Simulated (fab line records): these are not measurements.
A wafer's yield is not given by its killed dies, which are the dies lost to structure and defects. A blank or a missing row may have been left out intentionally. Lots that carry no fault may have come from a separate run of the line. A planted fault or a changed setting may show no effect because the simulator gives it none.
Chamber matching	flow n5Finfet	N5_PASSIVATION_DESCUM_46 on rieDiel-04 has 4 sister chambers
The step chemistry O2, time 7.9 s. 8 wafers are shown with their chamber, then 7 later ones without.

WAFERS, EACH WITH ITS CHAMBER
wafer	chamber	showerheadPlenumPTorr (Torr)	drypumpMotorCurrentA (A)
L078.5	2	2.11	5.4
L077.3	0	2.13	6.2
L077.4	3	2.02	6.1
L079.2	0	2.12	6.2
L079.4	3	2.02	6.1
L079.6	2	2.11	5.5
L086.2	1	2.06	5.4
L086.5	1	2.06	5.4

WAFERS WITHOUT THEIR CHAMBER
wafer	showerheadPlenumPTorr (Torr)	drypumpMotorCurrentA (A)
L086.6	2.01	6.2
L092.3	2.06	5.4
L092.4	2.12	6.2
L092.5	2.11	6.2
L097.1	2.06	5.4
L097.2	2.10	5.5
L097.6	2.00	6.2

THE CHAMBER EACH PASSED THROUGH
wafer	from the rows above	in truth
L086.6	3	3
L092.3	1	1
L092.4	0	0
L092.5	0	0
L097.1	1	1
L097.2	2	2
L097.6	3	3
Placed correctly: 7 of 7. Not placeable from these rows: 0. Wrongly placed: 0.
How it was worked out, from the rows above alone: a wafer's distance from a chamber is the root of the sum, over the readings, of the square of ((its reading less the chamber's mean) divided by the reading's scatter). If the next closest chamber is less than 2 further off than the closest, the wafer can't be placed; otherwise it belongs to the closest. A chamber's mean is the mean of its shown wafers. The scatter: take each reading less its chamber's mean, square it, sum over the shown wafers, divide by the number of wafers less the number of chambers, and take the root.
